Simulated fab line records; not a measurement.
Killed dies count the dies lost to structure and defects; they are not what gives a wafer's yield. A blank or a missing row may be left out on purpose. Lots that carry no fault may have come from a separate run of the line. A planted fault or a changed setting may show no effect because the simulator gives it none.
3 desks looking at one fault -- flow n5-finfet -- every desk sees just its own numbers, and what lay behind them comes last

THE DEFECT DESK
Lot by lot, what the route's inspections counted, given as the mean of those sampled wafers with a number. A lot is out of limits, marked OUT, if its mean lies more than 4 standard deviations from the usual mean; the brackets give that distance.
Columns: A = raw-defect-count at N5_BEOL_M3_INSPECT_30, usual 424
lot,first seen here,A
L256,day 8 15:41,353
L260,day 9 09:41,392
L263,day 10 13:13,334
L265,day 11 09:25,489
L269,day 11 18:26,476
L273,day 13 11:44,341
Finding of this desk: none of the 6 lots has anything out of limits.

AT THE TOOL OWNER'S DESK: rie-diel-05
The tool's own readings at N5_BEOL_M3_ETCH_70 (etches SOC in N2/H2, target depth 80 nm, overetch 16 nm, time 120 s): means of the sampled wafers that have a number, for each lot that ran on this tool. A lot is out of limits, marked OUT, if its mean lies more than 4 standard deviations from the usual mean; the brackets give that distance. Shown are 7 of the 8 readings it has, namely the first that went out of limits plus those furthest out on some lot.
Columns: A = bias-w at N5_BEOL_M3_ETCH_70, usual 150.0 W; B = drypump-motor-current-A at N5_BEOL_M3_ETCH_70, usual 5.5 A; C = n2-flow-sccm at N5_BEOL_M3_ETCH_70, usual 200.0 sccm; D = oes-product-au at N5_BEOL_M3_ETCH_70, usual 0.60 a.u.; E = rf-vpp-V at N5_BEOL_M3_ETCH_70, usual 523.9 V; F = showerhead-plenum-p-Torr at N5_BEOL_M3_ETCH_70, usual 2.54 Torr; G = temp-c at N5_BEOL_M3_ETCH_70, usual 39.98 C
lot,first seen here,A,B,C,D,E,F,G
L256,day 8 18:53,149.8,5.4,200.4,0.62,523.9,2.53,39.98
L260,day 9 11:38,149.9,5.1,199.9,0.55,523.9,2.52,40.08
L263,day 10 17:38,139.4 (-22) OUT,5.1,200.0,0.58,499.4 (-13) OUT,2.51,39.97
L265,day 11 13:25,139.6 (-22) OUT,5.4,199.9,0.61,499.6 (-13) OUT,2.52,39.88
This desk's verdict: out of limits on L263, L265, starting with L263 at day 10 17:38 (bias-w at N5_BEOL_M3_ETCH_70). In limits: L256, L260.

THE METROLOGY DESK
Lot by lot, what the gauges showed, no matter which tool ran the lot: averages of those sampled wafers that carry a number. A lot is out of limits, marked OUT, if its mean lies more than 4 standard deviations from the usual mean; the brackets give that distance. Shown here are 7 of its 12 readings, the ones lying furthest out on some lot.
Columns: A = cd-nm at N5_BEOL_M3_CD_MEAS_28, usual 25.69 nm; B = V2_OVL at N5_BEOL_M3_OVL_MEAS_29, usual 0.3 nm; C = DIBL_N at N5_BEOL_M4_RC_MEAS_101, usual 36.2 mV/V; D = DIBL_P at N5_BEOL_M4_RC_MEAS_101, usual 36.3 mV/V; E = ION_N at N5_BEOL_M4_RC_MEAS_101, usual 677 uA/um; F = SS_P at N5_BEOL_M4_RC_MEAS_101, usual 73.2 mV/dec; G = VT_P at N5_BEOL_M4_RC_MEAS_101, usual -250 mV
lot,first seen here,A,B,C,D,E,F,G
L256,day 8 15:36,25.77,-0.5,37.7,37.4,681,73.6,-253
L260,day 9 09:37,25.43,1.0,35.9,36.4,677,73.3,-246
L263,day 10 13:07,25.56,0.4,36.8,36.8,668,73.3,-251
L265,day 11 09:20,25.65,0.1,35.9,37.6,683,73.4,-248
L269,day 11 18:20,25.92,-0.6,36.7,37.4,675,73.8,-250
L273,day 13 11:39,25.61,0.8,36.8,36.2,672,73.4,-252
Finding of this desk: none of the 6 lots has anything out of limits.

ALL TOGETHER
The tool owner's desk had the chance to raise an alarm at day 10 17:38 on L263, L265.
The defect desk saw nothing out of limits.
Metrology desk: nothing out of limits seen.
The defect desk has L263, L265 on record, within its limits.
The metrology desk holds a record of L263, L265, inside its limits.
The lots listed all ran N5_BEOL_M3_ETCH_70 on rie-diel-05.

WHAT THE SIMULATOR HAD INSERTED
rie-diel-05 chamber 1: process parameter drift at N5_BEOL_M3_ETCH_70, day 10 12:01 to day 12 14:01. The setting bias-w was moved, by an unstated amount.
Struck lots among those shown: L263, L265.
How many hours passed from the start of the fault until each desk's first out-of-limits reading: the tool owner's desk, 6.
